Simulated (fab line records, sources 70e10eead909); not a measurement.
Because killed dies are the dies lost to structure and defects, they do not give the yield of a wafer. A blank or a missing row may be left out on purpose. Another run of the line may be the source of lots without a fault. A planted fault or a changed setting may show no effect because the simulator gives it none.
fab line records    flow nand-harc
record: lots: 6  wafers: 18  last-day: 24
route steps=1159 shown A_STAIRCASE@588 END@1159
lots with no fault: from the same line, run without faults
start-h: hours from the record's opening day to when the first of the lot's shown wafers began    wait-h: time in hours since the lot's previous step    " the same as in the row above    L1.1+2: several wafers, shown together as one row    - no value, or no start given    * or withheld: withheld    < > ~ a bound
route shown NAME@n: NAME is a module with steps in the file, n the number in the route of the first one    usual: mean and standard deviation over wafers with no fault    same: alike in all rows    chamber/n: place in a boat    sites: the reading at each site    _std_site: standard deviation of those values    _edge_site: mean of outer sites minus mean of inner sites    radius-mm: for every site, how far away it sits from the centre of the wafer    mask NAME#n: copy n    behind: the most recent tool/chamber to have shaped the wafer    hold: the reason the lot was held/the length of the hold in hours/how it ended    device: the transistor (n, p or np) that didn't switch    end of line: tests run on the same wafers once the route is complete    for a step that has no rows: nothing shown but its recipe    killed: dies lost to structure and defects at the first sort, not the wafer's yield    map: the dies of a wafer, with x for killed, . for not killed, _ for no die there
set.NAME: the run value of the setting; set.NAME@STEP: its run value at that earlier step    model.NAME: the simulator's own value behind a step, which no gauge read
lots at some steps of the route; a table a step, a row a wafer
services: from which hour (start-h, from the record's first day; less than 0 if before it) a tool's chamber was out of use, for how many hours, and why
== steps ==
step: NHARC_A_STAIRCASE_ETCH_194
recipe: target-depth-a: 1000  time-s: 40.5  ion-energy-ev: 400  c4f8-flow-sccm: 20  o2-flow-sccm: 10  ar-flow-sccm: withheld  rf-w: 600  bias-w: 1000  chemistry: C4F8/O2
usual: oes-product-au: 0.942/0.012  rf-vpp-V: 898/5.2
lot.wafer  tool         chamber  start-h  wait-h  oes-product-au  rf-hours-counter-h  rf-vpp-V
L996.2     rie-diel-06  0        -        -       0.925           3                   890
L996.5     "            2        "        "       0.927           -                   899
L996.6     "            3        "        "       0.924           -                   898
L102.4     rie-diel-02  1        -        -       0.952           55                  900
L102.3     "            3        "        "       0.931           61                  886
L102.5     "            1        "        "       0.947           -                   901
L104.3     rie-diel-07  3        -        -       0.932           30                  901
L104.2     "            0        "        "       0.951           32                  902
L104.5     "            3        "        "       0.936           -                   901
L112.2     rie-diel-02  2        -        -       0.933           12                  897
L112.4     "            2        "        "       0.931           -                   898
L112.6     "            1        "        "       0.948           -                   901
L114.4     rie-diel-07  1        -        -       0.956           45                  894
L114.3     "            2        "        "       0.936           47                  905
L114.2     "            3        "        "       0.933           49                  901
L113.4     rie-diel-02  0        -        -       0.925           2                   906
L113.6     "            0        "        "       0.915           -                   907
L113.5     "            1        "        "       0.955           -                   900
step: NHARC_A_STAIRCASE_TRIM_196
recipe: time-s: 211.2  o2-flow-sccm: 500  ar-flow-sccm: 0  bias-w: 0  chemistry: O2
step: NHARC_A_STAIRCASE_ETCH_197
recipe: target-depth-a: 1000  time-s: 40.5  ion-energy-ev: 400  c4f8-flow-sccm: 20  o2-flow-sccm: 10  ar-flow-sccm: withheld  rf-w: 600  bias-w: 1000  chemistry: C4F8/O2
usual: oes-product-au: 0.949/0.016  rf-vpp-V: 897/5.1
lot.wafer  tool         chamber  start-h  wait-h  oes-product-au  rf-hours-counter-h  rf-vpp-V
L996.2     rie-diel-06  2        -        -       0.938           3                   898
L996.5     "            0        "        "       0.943           -                   890
L996.6     "            1        "        "       0.942           -                   897
L102.4     rie-diel-06  3        -        -       0.916           21                  898
L102.3     "            0        "        "       0.929           22                  890
L102.5     "            0        "        "       0.940           -                   888
L104.3     rie-diel-06  0        -        -       0.963           27                  891
L104.2     "            3        "        "       0.985           27                  899
L104.5     "            1        "        "       0.978           -                   896
L112.2     rie-diel-06  0        -        -       0.936           43                  890
L112.4     "            3        "        "       0.926           42                  899
L112.6     "            1        "        "       0.946           -                   894
L114.3     rie-diel-06  2        -        -       0.948           39                  899
L114.4     "            3        "        "       0.951           44                  899
L114.2     "            0        "        "       0.983           45                  890
L113.4     rie-diel-02  3        -        -       0.944           16                  908
L113.5     "            2        "        "       0.943           -                   899
L113.6     "            3        "        "       0.955           -                   906
step: NHARC_A_STAIRCASE_TRIM_198
recipe: time-s: 211.2  o2-flow-sccm: 500  ar-flow-sccm: 0  bias-w: 0  chemistry: O2
step: NHARC_A_STAIRCASE_ETCH_199
recipe: target-depth-a: 1000  time-s: 40.5  ion-energy-ev: 400  c4f8-flow-sccm: 20  o2-flow-sccm: 10  ar-flow-sccm: withheld  rf-w: 600  bias-w: 1000  chemistry: C4F8/O2
step: NHARC_A_STAIRCASE_TRIM_200
recipe: time-s: 211.2  o2-flow-sccm: 500  ar-flow-sccm: 0  bias-w: 0  chemistry: O2
step: NHARC_A_STAIRCASE_ETCH_201
recipe: target-depth-a: 1000  time-s: 40.5  ion-energy-ev: 400  c4f8-flow-sccm: 20  o2-flow-sccm: 10  ar-flow-sccm: withheld  rf-w: 600  bias-w: 1000  chemistry: C4F8/O2
step: NHARC_A_STAIRCASE_TRIM_202
recipe: time-s: 211.2  o2-flow-sccm: 500  ar-flow-sccm: 0  bias-w: 0  chemistry: O2
step: NHARC_A_STAIRCASE_ETCH_203
recipe: target-depth-a: 1000  time-s: 40.5  ion-energy-ev: 400  c4f8-flow-sccm: 20  o2-flow-sccm: 10  ar-flow-sccm: withheld  rf-w: 600  bias-w: 1000  chemistry: C4F8/O2
step: NHARC_A_STAIRCASE_STRIP_205
recipe: power-w: 1500  temp-c: 250  chemistry: O2
step: NHARC_A_STAIRCASE_STRIP_206
recipe: time-s: 900  temp-c: 130  chemistry: SPM
lot.wafer   tool          chamber  start-h  wait-h
L996.6+5+2  wet-bench-09  0,3,4    258.58   0.1
L102.4+5+3  wet-bench-09  7,1,2    302.58   0.2
L104.3+2+5  wet-bench-09  2,3,4    328.33   0.2
L112.6+2+4  wet-bench-04  4,5,1    367.51   0.1
L114.3+4+2  wet-bench-04  2,5,6    373.48   0.2
L113.4+5+6  wet-bench-06  6,7,1    378.68   0.2
step: NHARC_A_STAIRCASE_PRECLEAN_207
recipe: time-s: *  temp-c: 50  bath-age-min: 0  chemistry: SC1
step: NHARC_A_STAIRCASE_SRD_208
step: NHARC_A_STAIRCASE_DEHYDRATE_209
recipe: temp-c: 150  time-s: 120
step: NHARC_A_STAIRCASE_HMDS_210
recipe: time-s: 30
step: NHARC_A_STAIRCASE_COAT_211
recipe: spin-rpm: 1200
step: NHARC_A_STAIRCASE_SOFTBAKE_212
recipe: temp-c: 135  time-s: 170
step: NHARC_A_STAIRCASE_EBR_213
step: NHARC_A_STAIRCASE_EXPOSE_214
recipe: na: 0.5  dose-mj: 31.26  mask-id: STAIR_3
step: NHARC_A_STAIRCASE_PEB_215
recipe: peb-temp-c: 115  peb-time-s: 130
step: NHARC_A_STAIRCASE_DEVELOP_216
recipe: time-s: 140
step: NHARC_A_STAIRCASE_HARDBAKE_218
recipe: temp-c: 120  time-s: 140
step: NHARC_A_STAIRCASE_DESCUM_219
recipe: time-s: 3  o2-flow-sccm: 200  ar-flow-sccm: 0  bias-power-w: 0  chemistry: O2
step: NHARC_A_STAIRCASE_TRIM_220
recipe: time-s: 211.2  o2-flow-sccm: 500  ar-flow-sccm: 0  bias-w: 0  chemistry: O2
usual: drypump-motor-current-A: 6.1/0.37  oes-product-au: 0.999/0.011  rf-vpp-V: 57.9/0.89  showerhead-plenum-p-Torr: 3.55/0.15  throttle-valve-pct: 17.037/0.0087
lot.wafer  tool         chamber  start-h  wait-h  drypump-motor-current-A  oes-product-au  rf-hours-counter-h  rf-vpp-V  showerhead-plenum-p-Torr  throttle-valve-pct
L996.2     rie-diel-02  3        259.88   0.1     5.9                      0.995           43                  57.7      3.28                      17.020
L996.5     "            0        "        "       5.7                      0.981           -                   56.0      3.27                      17.059
L996.6     "            1        "        "       6.7                      1.008           -                   59.6      3.68                      17.022
L102.4     rie-diel-06  3        303.82   0.1     5.7                      0.990           21                  57.4      3.59                      17.040
L102.3     "            0        "        "       6.4                      1.006           22                  57.2      3.36                      17.025
L102.5     "            3        "        "       5.7                      1.001           -                   58.6      3.59                      17.032
L104.2     rie-diel-07  3        329.58   0.1     5.5                      0.985           31                  57.0      3.67                      17.033
L104.3     "            0        "        "       6.3                      1.006           33                  58.7      3.67                      17.032
L104.5     "            0        "        "       6.3                      1.001           -                   58.2      3.67                      17.031
L112.2     rie-diel-06  2        368.75   0.1     6.4                      0.998           38                  57.0      3.58                      17.048
L112.4     "            0        "        "       6.3                      1.000           44                  57.6      3.35                      17.030
L112.6     "            3        "        "       5.8                      1.005           -                   57.3      3.58                      17.038
L114.2     rie-diel-06  1        374.72   0.1     6.2                      1.007           44                  58.9      3.49                      17.042
L114.4     "            2        "        "       6.5                      0.983           40                  58.1      3.58                      17.032
L114.3     "            3        "        "       5.7                      1.007           45                  59.5      3.58                      17.056
L113.4     rie-diel-06  0        379.93   0.1     6.3                      1.005           47                  57.7      3.35                      17.040
L113.6     "            3        "        "       5.7                      1.001           -                   59.1      3.58                      17.037
L113.5     "            0        "        "       6.4                      1.007           -                   58.9      3.35                      17.025
step: NHARC_A_STAIRCASE_ETCH_221
recipe: target-depth-a: 1000  time-s: 40.5  ion-energy-ev: 400  c4f8-flow-sccm: 20  o2-flow-sccm: 10  ar-flow-sccm: withheld  rf-w: 600  bias-w: 1000  chemistry: C4F8/O2
step: NHARC_A_STAIRCASE_TRIM_222
recipe: time-s: 211.2  o2-flow-sccm: 500  ar-flow-sccm: 0  bias-w: 0  chemistry: O2
step: NHARC_A_STAIRCASE_ETCH_223
recipe: target-depth-a: 1000  time-s: 40.5  ion-energy-ev: 400  c4f8-flow-sccm: 20  o2-flow-sccm: 10  ar-flow-sccm: withheld  rf-w: 600  bias-w: 1000  chemistry: C4F8/O2
step: NHARC_A_STAIRCASE_TRIM_224
recipe: time-s: 211.2  o2-flow-sccm: 500  ar-flow-sccm: 0  bias-w: 0  chemistry: O2
step: NHARC_A_STAIRCASE_ETCH_225
recipe: target-depth-a: 1000  time-s: 40.5  ion-energy-ev: 400  c4f8-flow-sccm: 20  o2-flow-sccm: 10  ar-flow-sccm: withheld  rf-w: 600  bias-w: 1000  chemistry: C4F8/O2
usual: oes-product-au: 0.942/0.012  rf-vpp-V: 897/5.2
lot.wafer  tool         chamber  start-h  wait-h  oes-product-au  rf-hours-counter-h  rf-vpp-V
L996.2     rie-diel-02  0        -        -       0.924           43                  888
L996.5     "            1        "        "       0.937           -                   901
L996.6     "            2        "        "       0.930           -                   898
L102.3     rie-diel-06  0        -        -       0.936           23                  890
L102.4     "            3        "        "       0.950           22                  898
L102.5     "            0        "        "       0.941           -                   889
L104.2     rie-diel-07  0        -        -       0.938           34                  900
L104.3     "            1        "        "       0.940           28                  895
L104.5     "            2        "        "       0.944           -                   904
L112.2     rie-diel-06  1        -        -       0.957           43                  895
L112.4     "            0        "        "       0.954           44                  890
L112.6     "            2        "        "       0.934           -                   898
L114.3     rie-diel-06  1        -        -       0.958           44                  894
L114.2     "            3        "        "       0.941           45                  898
L114.4     "            0        "        "       0.963           46                  888
L113.4     rie-diel-06  0        -        -       0.955           47                  890
L113.6     "            0        "        "       0.944           -                   890
L113.5     "            1        "        "       0.933           -                   893
step: NHARC_A_STAIRCASE_TRIM_226
recipe: time-s: 211.2  o2-flow-sccm: 500  ar-flow-sccm: 0  bias-w: 0  chemistry: O2
step: NHARC_A_STAIRCASE_ETCH_227
recipe: target-depth-a: 1000  time-s: 40.5  ion-energy-ev: 400  c4f8-flow-sccm: 20  o2-flow-sccm: 10  ar-flow-sccm: withheld  rf-w: 600  bias-w: 1000  chemistry: C4F8/O2
usual: oes-product-au: 0.943/0.011  rf-vpp-V: 897/5.5
lot.wafer  tool         chamber  start-h  wait-h  oes-product-au  rf-hours-counter-h  rf-vpp-V
L996.2     rie-diel-02  2        -        -       0.930           42                  898
L996.5     "            0        "        "       0.927           -                   888
L996.6     "            1        "        "       0.942           -                   903
L102.3     rie-diel-06  3        -        -       0.938           22                  900
L102.4     "            0        "        "       0.941           23                  890
L102.5     "            0        "        "       0.944           -                   889
L104.2     rie-diel-07  1        -        -       0.948           28                  894
L104.3     "            3        "        "       0.923           32                  900
L104.5     "            2        "        "       0.943           -                   904
L112.2     rie-diel-06  2        -        -       0.938           38                  898
L112.4     "            0        "        "       0.959           45                  889
L112.6     "            2        "        "       0.938           -                   899
L114.2     rie-diel-06  0        -        -       0.948           46                  891
L114.4     "            1        "        "       0.954           45                  895
L114.3     "            2        "        "       0.934           40                  896
L113.4     rie-diel-06  1        -        -       0.946           46                  895
L113.6     "            3        "        "       0.949           -                   898
L113.5     "            0        "        "       0.947           -                   889
step: NHARC_A_STAIRCASE_TRIM_229
recipe: time-s: 211.2  o2-flow-sccm: 500  ar-flow-sccm: 0  bias-w: 0  chemistry: O2
step: NHARC_A_STAIRCASE_ETCH_230
recipe: target-depth-a: 1000  time-s: 40.5  ion-energy-ev: 400  c4f8-flow-sccm: 20  o2-flow-sccm: 10  ar-flow-sccm: withheld  rf-w: 600  bias-w: 1000  chemistry: C4F8/O2
step: NHARC_A_STAIRCASE_TRIM_231
recipe: time-s: 211.2  o2-flow-sccm: 500  ar-flow-sccm: 0  bias-w: 0  chemistry: O2
step: NHARC_A_STAIRCASE_ETCH_232
recipe: target-depth-a: 1000  time-s: 40.5  ion-energy-ev: 400  c4f8-flow-sccm: 20  o2-flow-sccm: 10  ar-flow-sccm: withheld  rf-w: 600  bias-w: 1000  chemistry: C4F8/O2
step: NHARC_A_STAIRCASE_TRIM_233
recipe: time-s: 211.2  o2-flow-sccm: 500  ar-flow-sccm: 0  bias-w: 0  chemistry: O2
step: NHARC_A_STAIRCASE_ETCH_234
recipe: target-depth-a: 1000  time-s: 40.5  ion-energy-ev: 400  c4f8-flow-sccm: 20  o2-flow-sccm: 10  ar-flow-sccm: withheld  rf-w: 600  bias-w: 1000  chemistry: C4F8/O2
step: NHARC_A_STAIRCASE_TRIM_235
recipe: time-s: 211.2  o2-flow-sccm: 500  ar-flow-sccm: 0  bias-w: 0  chemistry: O2
step: NHARC_END_SORT_01
recipe: temp-c: 25
usual: killed-at-array: 26/9  killed-at-other: 0.8/1.2  killed-at-periphery: 3.2/2.3  killed-dies: 30/9.1  killed-open: 3.5/2  killed-short: 1.8/1.4
same: gross-dies: 677
lot.wafer  tool       chamber  start-h  wait-h  killed-at-array  killed-at-other  killed-at-periphery  killed-dies  killed-open  killed-short
L102.3     prober-01  0        492.90   3.1     105              2                2                    109          3            4
L102.4     prober-01  0        493.71   3.4     100              1                1                    102          5            1
L102.5     prober-01  0        494.51   3.7     103              0                2                    105          2            2
L104.2     prober-02  0        514.88   2.8     111              0                2                    113          4            2
L104.3     prober-02  0        515.69   3.1     103              0                0                    103          1            1
L104.5     prober-02  0        517.31   3.7     77               0                4                    81           3            1
L113.4     prober-02  0        578.18   3.4     20               0                1                    21           4            1
killed by level:class
L102.3 A_STAIRCASE:unspecified=84 A_SLIT:chamber-film-flake=7 A_CONTACT:chamber-film-flake=4 A_CHANNEL_HOLE_D1:chamber-film-flake=3 A_ONON_D1:geometric-particle:short=2 A_STAIRCASE:chamber-film-flake=2 P_GATE:geometric-particle:short=1 P_M1:geometric-particle:open=1
L102.4 A_STAIRCASE:unspecified=80 A_CHANNEL_HOLE_D1:chamber-film-flake=5 A_SLIT:chamber-film-flake=4 A_CHANNEL_FILL_D1:chamber-film-flake=3 A_CONTACT:chamber-film-flake=3 A_CONTACT:geometric-particle:open=2 P_M0:geometric-particle:open=1 A_BLC:geometric-particle:open=1
L102.5 A_STAIRCASE:unspecified=83 A_SLIT:chamber-film-flake=8 A_CONTACT:chamber-film-flake=4 A_CHANNEL_HOLE_D1:chamber-film-flake=3 P_CONTACT:geometric-particle:open=1 P_M0:geometric-particle:open=1 A_CHANNEL_HOLE_D1:geometric-particle:short=1 A_WL_FILL:geometric-particle:short=1
L104.2 A_STAIRCASE:unspecified=85 A_SLIT:chamber-film-flake=12 A_CHANNEL_HOLE_D1:chamber-film-flake=5 A_CONTACT:chamber-film-flake=4 A_CHANNEL_FILL_D1:geometric-particle:open=2 P_M1:geometric-particle:open=1 P_M2:geometric-particle:short=1 A_CHANNEL_FILL_D1:geometric-particle:short=1
L104.3 A_STAIRCASE:unspecified=85 A_SLIT:chamber-film-flake=7 A_CONTACT:chamber-film-flake=5 A_CHANNEL_HOLE_D1:chamber-film-flake=4 A_ONON_D1:geometric-particle:open=1 A_SGD_CUT:geometric-particle:short=1
L104.5 A_STAIRCASE:unspecified=54 A_SLIT:chamber-film-flake=5 A_CONTACT:chamber-film-flake=5 A_CONTACT:geometric-particle:open=3 A_CHANNEL_HOLE_D1:chamber-film-flake=3 A_STAIRCASE:chamber-film-flake=3 P_M1:chamber-film-flake=2 P_BONDPAD:chamber-film-flake=2
L113.4 A_SLIT:chamber-film-flake=9 A_CHANNEL_HOLE_D1:chamber-film-flake=6 A_ONON_D1:geometric-particle:open=2 P_M1:geometric-particle:open=1 A_ONON_D1:geometric-particle:short=1 A_CONTACT:geometric-particle:open=1 A_ZERO_WELL:chamber-film-flake=1
map L102.3 (x killed, . not)
____________.____________
_________......._________
_______...x......._______
______.............______
_____..............._____
____.................____
____.................____
___...................___
___...................___
__...............x.....__
__...x.................__
_.........x............._
_...........x..........._
_....................x.._
_......................._
_..................x...._
.............xxxx........
...........xxxxx.x.......
...........xxxxxxx.......
..........x.xxxxxxx......
..........xxxxxxxxx.x....
_........x.xxxxxxxx....._
_...........xxxxxxx....._
_xx........xxxxxxx......_
_.xx.x.....xxxxxxxxx...._
_xx........xxxxxxx......_
__...........xxxxx.....__
__..x.x.....xxx.x......__
___.............x.x...___
___....x..........x...___
____.......x........x____
____..............x.x____
_____..............._____
______...........x.______
_______x.........._______
_________......._________
____________.____________
map L104.2 (x killed, . not)
____________.____________
_________......._________
_______..........._______
______.x...........______
_____x.....xxxx....._____
____....x.xxxx.......____
____....xxxxx.x......____
___....xxxxxxxx.......___
___.....xxxxxxx.......___
__....xxxxxxxx.........__
__.....xxxxxx.x........__
_......xxxxxxxx........._
_......xxxxxx.x...x....._
_.....xxxxxxx..........._
_..x....xxxxxxx........._
_......xxxxxx..........._
.........xx.x........x...
........x...x...........x
.....................x..x
.........................
..x......................
_......................._
_......................._
_.xx..x.x......x........_
_.x....................._
_xx....................._
__.....................__
__xx...................__
___..xx...............___
___..........x..x.....___
____............x..x.____
____..x..............____
_____..............._____
______............x______
_______.........x._______
_________......._________
____________.____________
== services ==
tool          chamber  start-h  hours  kind
rie-diel-06   -        241.20   9.0    pm
rie-diel-06   0        241.20   9.0    vent-cycle
rie-diel-06   1        241.20   9.0    vent-cycle
rie-diel-06   2        241.20   9.0    vent-cycle
rie-diel-06   3        241.20   9.0    vent-cycle
rie-diel-06   0        250.20   -      clean
rie-diel-06   1        250.20   -      clean
rie-diel-06   2        250.20   -      clean
rie-diel-06   3        250.20   -      clean
rie-diel-06   0        274.70   -      clean
rie-diel-06   1        274.70   -      clean
rie-diel-06   2        274.70   -      clean
rie-diel-06   3        274.70   -      clean
rie-diel-07   1        287.55   13.4   repair
wet-bench-09  -        288.80   8.0    pm
rie-diel-06   2        289.33   6.8    repair
rie-diel-06   0        299.23   -      clean
rie-diel-06   1        299.23   -      clean
rie-diel-06   2        299.23   -      clean
wet-bench-06  -        305.60   8.0    pm
rie-diel-02   0        318.79   4.1    repair
rie-diel-02   -        327.76   9.0    pm
wet-bench-04  -        339.20   8.0    pm
rie-diel-06   3        360.12   2.1    repair
== key ==
first-sign: step: NHARC_END_SORT_01  reading: killed-at-array  direction: up  sigmas: 8.2  usual: 26  struck: 100
effect: step: NHARC_END_SORT_01  reading: killed-dies  direction: up  sigmas: 7.9  usual: 30  struck: 102
more-kills-born-at: NHARC_A_STAIRCASE_STRIP_206@wet-bench-09: 471
met-at NHARC_A_STAIRCASE_STRIP_206
struck-wafers L102.3,L102.4,L102.5,L104.2,L104.3,L104.5
tester-left-out L102,L104
onset-between 258.58 302.58
fault: kind: chamber-particle-source  tool: wet-bench-09  chamber: -  onset-h: 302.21  steps: NHARC_A_STAIRCASE_STRIP_206  rate-per-visit-cm2: 0.69424  end-h: 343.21
tester-left-out: of these lots the tester's yield and bins aren't shown, on N5 and GAA mostly nor the transistor test; their killed dies are dies lost to structure and defects alone, not to doping, threshold or leakage, so they don't give the yield
